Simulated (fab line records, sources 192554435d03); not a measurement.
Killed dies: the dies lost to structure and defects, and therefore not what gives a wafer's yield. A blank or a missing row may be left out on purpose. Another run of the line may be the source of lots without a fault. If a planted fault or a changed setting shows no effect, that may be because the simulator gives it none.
Lot-split experiment    flow n5Finfet    39 wafers read across 7 lots, on a route 1938 steps long

## SPLIT DETAILS
At N5_BEOL_M5_ILD_DEP_00 (deposits SiCOH lowk from DEMS/porogen, target thk 140.64 nm, time 25.9 s), the setting targetThkA was moved away from the recipe's 1406.4 angstrom on 18 of the 39 wafers read, by -32.2% to +44.6%. This setting was run at the recipe's value on the other wafers.

## FROM THE SPLIT ON TO THE READING: in between, the file shows 1 step
- N5_BEOL_M5_CURE_79: cures SiCOH lowk, time 240 s

## THE READING
M5_ILD_THK, in nm, at N5_BEOL_M5_THK_MEAS_01. On this fab line, fault-free wafers typically give 120.2 nm with a standard deviation of 1.7 nm.

wafer   tool, chamber at the split  targetThkA as run, angstrom  against the recipe  M5_ILD_THK, nm  against lot-mates on the recipe
L080.1  pecvd-04, 1                 1977                         +40.6%              168.9           +48.0
L080.2  pecvd-04, 2                 1977                         +40.6%              171.0           +50.1
L080.3  pecvd-04, 0                 1406.4                       recipe              119.2           -
L080.4  pecvd-04, 0                 1406.4                       recipe              120.6           -
L080.5  pecvd-04, 1                 1977                         +40.6%              172.7           +51.8
L080.6  pecvd-04, 2                 1406.4                       recipe              122.8           -
L081.1  pecvd-03, 0                 1406.4                       recipe              119.0           -
L081.2  pecvd-03, 1                 1406.4                       recipe              119.4           -
L081.3  pecvd-03, 1                 2033                         +44.6%              174.3           +54.5
L081.4  pecvd-03, 0                 1406.4                       recipe              121.1           -
L081.5  pecvd-03, 0                 2033                         +44.6%              175.5           +55.7
L081.6  pecvd-03, 1                 2033                         +44.6%              175.4           +55.6
L084.1  pecvd-03, 2                 955                          -32.1%              79.2            -41.3
L084.2  pecvd-03, 0                 955                          -32.1%              80.1            -40.4
L084.3  pecvd-03, 2                 1406.4                       recipe              120.6           -
L084.4  pecvd-03, 0                 955                          -32.1%              81.3            -39.2
L084.5  pecvd-03, 0                 1406.4                       recipe              120.9           -
L084.6  pecvd-03, 2                 1406.4                       recipe              119.9           -
L086.1  pecvd-04, 0                 1406.4                       recipe              120.2           -
L086.2  pecvd-04, 1                 1406.4                       recipe              121.2           -
L086.3  pecvd-04, 0                 1716                         +22.0%              148.7           +27.6
L086.4  pecvd-04, 1                 1406.4                       recipe              121.8           -
L086.5  pecvd-04, 1                 1716                         +22.0%              148.3           +27.2
L086.6  pecvd-04, 0                 1716                         +22.0%              150.3           +29.2
L087.1  pecvd-03, 1                 1406.4                       recipe              116.5           -
L087.2  pecvd-03, 2                 1406.4                       recipe              116.8           -
L087.3  pecvd-03, 0                 1619                         +15.1%              136.7           +19.4
L087.4  pecvd-03, 2                 1619                         +15.1%              136.1           +18.8
L087.5  pecvd-03, 1                 1406.4                       recipe              118.5           -
L087.6  pecvd-03, 0                 1619                         +15.1%              137.2           +19.9
L093.1  pecvd-04, 2                 953.9                        -32.2%              80.4            -40.5
L093.2  pecvd-04, 0                 1406.4                       recipe              120.0           -
L093.3  pecvd-04, 1                 953.9                        -32.2%              81.4            -39.5
L093.4  pecvd-04, 2                 953.9                        -32.2%              83.4            -37.5
L093.5  pecvd-04, 0                 1406.4                       recipe              121.1           -
L093.6  pecvd-04, 1                 1406.4                       recipe              121.6           -
L094.2  pecvd-03, 2                 1406.4                       recipe              118.7           -
L094.4  pecvd-03, 1                 1406.4                       recipe              121.8           -
L094.5  pecvd-03, 2                 1406.4                       recipe              120.7           -

FIT RESULTS
A straight line over all 39 wafers: M5_ILD_THK changes by +1.23 nm for each +1% of targetThkA; r = +1.00; the points scatter about the line by 1.6 nm.
The same after taking each lot's own level away (the mean of its wafers on the recipe; 39 wafers): +1.24 nm for each +1%; r = +1.00; scatter 1.1 nm.
Per that fit: largest targetThkA move, reading shift of 55 nm.
From 117.27 to 121.07 nm: that is the span of the lots' own levels, equal to 2.2 times the standard deviation above.
The two slopes are in agreement: the lot-to-lot level therefore moves the slope only a little.
Check: +55.5 nm against its lot-mates is what the line predicts for one of the wafers moved furthest among these (+44.6%) when that wafer is left out of the fit. It came out at +54.5 nm against them.

## ADDITIONAL SPLITS CARRIED BY THESE WAFERS
Other splits were also applied to these wafers ahead of the reading. Each is held against what the fit with the lots' levels taken away leaves over:
other split on the same wafers          wafers away from the commonest value  r with M5_ILD_THK (lot level and that fit taken away)
N5_BEOL_M2_TRENCH_ETCH_37 targetDepthA  9                                     -0.12
N5_BEOL_M3_ETCH_41 targetDepthA         9                                     -0.12

## THE WHOLE CHAIN: every reading that the file lists as answering this split, in the file's order
step                    what it does                                                              reading                                                                                  change (the file's fit)               r (the file's)
N5_BEOL_M5_ILD_DEP_00   deposits SiCOH lowk from DEMS/porogen, target thk 140.64 nm, time 25.9 s  SiCOH_lowk_of_BEOL_M5_ILD_DEP_00.thkNm (the simulator's own value, which no gauge read)  +1.43 nm for each +1% of the setting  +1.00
N5_BEOL_M5_CURE_79      cures SiCOH lowk, time 240 s                                              SiCOH_lowk_of_BEOL_M5_ILD_DEP_00.thkNm (the simulator's own value, which no gauge read)  +1.24 nm for each +1% of the setting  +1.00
N5_BEOL_M5_THK_MEAS_01                                                                            M5_ILD_THK                                                                               +1.24 for each +1% of the setting     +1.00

## THE FILE'S OWN FIT
M5_ILD_THK changes by +1.24 nm for each +1% of targetThkA, r = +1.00.
